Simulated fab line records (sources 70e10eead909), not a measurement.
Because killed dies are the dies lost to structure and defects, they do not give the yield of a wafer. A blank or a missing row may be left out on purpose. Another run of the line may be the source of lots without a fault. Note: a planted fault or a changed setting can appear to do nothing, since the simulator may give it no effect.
The same fault as seen by 2 desks / flow nandHarc / every desk sees just its own numbers, and what lay behind them comes last

THE DEFECT DESK
Per lot, the means of the sampled wafers with a number show what the inspections along the route counted. The brackets show how far a lot's mean lies from the usual mean; more than 4 standard deviations puts the lot out of limits, marked OUT.
Columns: A = rawDefectCount at NHARC_A_CHANNEL_HOLE_D2_INSPECT_40, usual 276
lot=L446; first seen here=day 14 23:49; A=482
lot=L450; first seen here=day 16 04:16; A=137
lot=L451; first seen here=day 16 15:52; A=336
lot=L453; first seen here=day 17 10:31; A=1466 (+15) OUT
lot=L457; first seen here=day 18 08:33; A=1518 (+16) OUT
lot=L455; first seen here=day 18 10:29; A=340
lot=L463; first seen here=day 21 18:02; A=277
lot=L464; first seen here=day 22 02:56; A=204
lot=L465; first seen here=day 22 05:14; A=217
lot=L466; first seen here=day 22 12:14; A=271
lot=L467; first seen here=day 22 20:43; A=292
Finding of this desk: L453, L457 out of limits; the first was L453 at day 17 10:31, on rawDefectCount at NHARC_A_CHANNEL_HOLE_D2_INSPECT_40. L446, L450, L451, L455, L463, L464, L465, L466, L467 stayed within limits.

THE TOOL OWNER'S DESK: harEtch-01
The tool's own readings at NHARC_A_CHANNEL_HOLE_D2_ETCH_26 (etches the open film in C4F8/O2/Ar, time 224.1 s, target depth 300 nm): means of the sampled wafers that have a number, for each lot that ran on this tool. The brackets show how far a lot's mean lies from the usual mean; more than 4 standard deviations puts the lot out of limits, marked OUT.
Columns: A = drypumpMotorCurrentA at NHARC_A_CHANNEL_HOLE_D2_ETCH_26, usual 5.85 A; B = oesAirLineAu at NHARC_A_CHANNEL_HOLE_D2_ETCH_26, usual 0.997 a.u.; C = showerheadPlenumPTorr at NHARC_A_CHANNEL_HOLE_D2_ETCH_26, usual 3.61 Torr; D = throttleValvePct at NHARC_A_CHANNEL_HOLE_D2_ETCH_26, usual 24.584 %
lot=L446; first seen here=day 14 21:52; A=6.05; B=0.986; C=3.51; D=24.573
lot=L450; first seen here=day 16 02:23; A=5.77; B=0.996; C=3.55; D=24.596
lot=L451; first seen here=day 16 13:28; A=5.92; B=1.011; C=3.53; D=24.586
lot=L453; first seen here=day 17 08:35; A=5.91; B=0.991; C=3.52; D=24.584
lot=L457; first seen here=day 18 06:40; A=5.93; B=0.997; C=3.51; D=24.594
lot=L463; first seen here=day 21 16:02; A=5.92; B=0.997; C=3.48; D=24.580
lot=L464; first seen here=day 22 01:01; A=5.92; B=1.005; C=3.48; D=24.566
lot=L466; first seen here=day 22 10:17; A=5.91; B=0.991; C=3.48; D=24.580
lot=L467; first seen here=day 22 18:39; A=5.65; B=1.024; C=3.52; D=24.583
This desk found nothing out of limits on any of the 9 lots.

BROUGHT TOGETHER
The defect desk could have raised an alarm at day 17 10:31, on L453, L457.
Nothing out of limits was seen by the tool owner's desk.
The tool owner's desk has L453, L457 on record, within its limits.
On harEtch-01, each named lot ran NHARC_A_CHANNEL_HOLE_D2_ETCH_26.

WHAT THE SIMULATOR PUT IN
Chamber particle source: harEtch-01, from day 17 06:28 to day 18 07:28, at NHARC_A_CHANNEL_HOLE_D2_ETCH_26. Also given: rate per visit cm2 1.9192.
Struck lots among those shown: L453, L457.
Hours from the fault's start to each desk's first reading out of limits: the defect desk, 4.
